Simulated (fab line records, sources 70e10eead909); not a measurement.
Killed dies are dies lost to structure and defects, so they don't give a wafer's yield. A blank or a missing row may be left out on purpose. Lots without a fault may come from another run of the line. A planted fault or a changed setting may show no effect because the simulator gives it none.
A struck lot beside a sound one | flow nand_harc | 14 steps out of a route of 1159
Sound: wafers L936.3, L936.5, L936.6. Struck: wafers L935.4, L935.5, L935.6. The cause comes at the end.
At each step with rows: each side's tool, then ch and its chambers, then its first start. Under that, the readings that differ: sound wafers | struck wafers | difference of the means | sigmas: that difference in standard deviations of wafers without a fault.
alike: readings whose means differ by less than 2 such deviations, and words and numbers that are the same on both sides. not compared: withheld readings, readings that some wafer has no value for, bounds like >300 that may hide the same value, and numbers for which the record gives no deviation and whose values overlap.
The two part at a step that has a row with sigmas, a row that says differs or no value, or rows on one side only. Numbers that don't overlap but have no deviation are shown without sigmas and don't part them. A reading that every wafer of one side lacks parts them only if that side has two wafers or more.

first, 5 steps without rows for these wafers: NHARC_A_STAIRCASE_EBR_05; NHARC_A_STAIRCASE_EXPOSE_06 (exposes mask STAIR); NHARC_A_STAIRCASE_PEB_07 (peb time 130 s); NHARC_A_STAIRCASE_DEVELOP_08 (time 140 s); NHARC_A_STAIRCASE_HARDBAKE_10 (time 140 s).
NHARC_A_STAIRCASE_DESCUM_11: chemistry O2, time 3 s.
  sound on rie_diel-02 ch 0,1,2, day 14 13:10; struck on rie_diel-01 ch 0,1,3, day 14 16:17
  reading               | sound             | struck            | difference | sigmas
  oes_product_au (a.u.) | 0.988 0.971 0.988 | 1.024 0.995 1.004 | +0.025     | +2
  alike: chamber_pressure_mTorr, drypump_motor_current_A, rf_vpp_V, showerhead_plenum_p_Torr, throttle_valve_pct
  not compared: rf_hours_counter_h
then, 1 step without rows for these wafers: NHARC_A_STAIRCASE_TRIM_12 (chemistry O2, time 211.2 s).
NHARC_A_STAIRCASE_ETCH_13: etches the open film in C4F8/O2, target depth 100 nm, time 40.5 s.
  sound on rie_diel-02 ch 0,1,2; struck on rie_diel-01 ch 2,3
  reading               | sound             | struck            | difference | sigmas
  oes_product_au (a.u.) | 0.933 0.911 0.933 | 0.972 0.968 0.945 | +0.036     | +2
  alike: bias_w, chamber_pressure_mTorr, rf_vpp_V
  not compared: rf_hours_counter_h
NHARC_A_STAIRCASE_TRIM_14: chemistry O2, time 211.2 s.
  sound on rie_diel-02 ch 0,1,3; struck on rie_diel-01 ch 0,1,3
  reading               | sound             | struck            | difference | sigmas
  oes_product_au (a.u.) | 0.997 0.975 0.986 | 1.002 1.032 0.996 | +0.024     | +2
  alike: chamber_pressure_mTorr, drypump_motor_current_A, rf_vpp_V, showerhead_plenum_p_Torr, throttle_valve_pct
  not compared: rf_hours_counter_h
then, 1 step without rows for these wafers: NHARC_A_STAIRCASE_ETCH_15 (etches the open film in C4F8/O2, target depth 100 nm, time 40.5 s).
NHARC_A_STAIRCASE_TRIM_16: chemistry O2, time 211.2 s.
  sound on rie_diel-02 ch 0,1,3; struck on rie_diel-01 ch 2,3
  alike: chamber_pressure_mTorr, drypump_motor_current_A, oes_product_au, rf_vpp_V, showerhead_plenum_p_Torr, throttle_valve_pct
  not compared: rf_hours_counter_h
NHARC_A_STAIRCASE_ETCH_17: etches the open film in C4F8/O2, target depth 100 nm, time 40.5 s.
  sound on rie_diel-02 ch 2,3, day 14 13:50; struck on rie_diel-01 ch 1,2,3, day 14 17:02
  no value came back on the struck wafers for bias_w (W), chamber_pressure_mTorr (mTorr), oes_product_au (a.u.), rf_vpp_V (V); on the sound wafers bias_w (W) reads 1005.1 996.9 1000.0
  not compared: rf_hours_counter_h
NHARC_A_STAIRCASE_TRIM_18: chemistry O2, time 211.2 s.
  sound on rie_diel-02 ch 1,2; struck on rie_diel-01 ch 0,1,2
  alike: chamber_pressure_mTorr, drypump_motor_current_A, oes_product_au, rf_vpp_V, showerhead_plenum_p_Torr, throttle_valve_pct
  not compared: rf_hours_counter_h
-- the record jumps here: 9 days lie between the struck wafers' starts before and after (it left off in module A_STAIRCASE and takes up again in module END, whose first step shown is number 1159 of the route) --
NHARC_END_SORT_01:
  the record has rows for the struck wafers here (prober-02 ch 0, day 23 15:02) and none for the sound ones

WHERE THEY PART
First at NHARC_A_STAIRCASE_DESCUM_11; last, within this record, at NHARC_END_SORT_01.

WHY: what the simulator had put in
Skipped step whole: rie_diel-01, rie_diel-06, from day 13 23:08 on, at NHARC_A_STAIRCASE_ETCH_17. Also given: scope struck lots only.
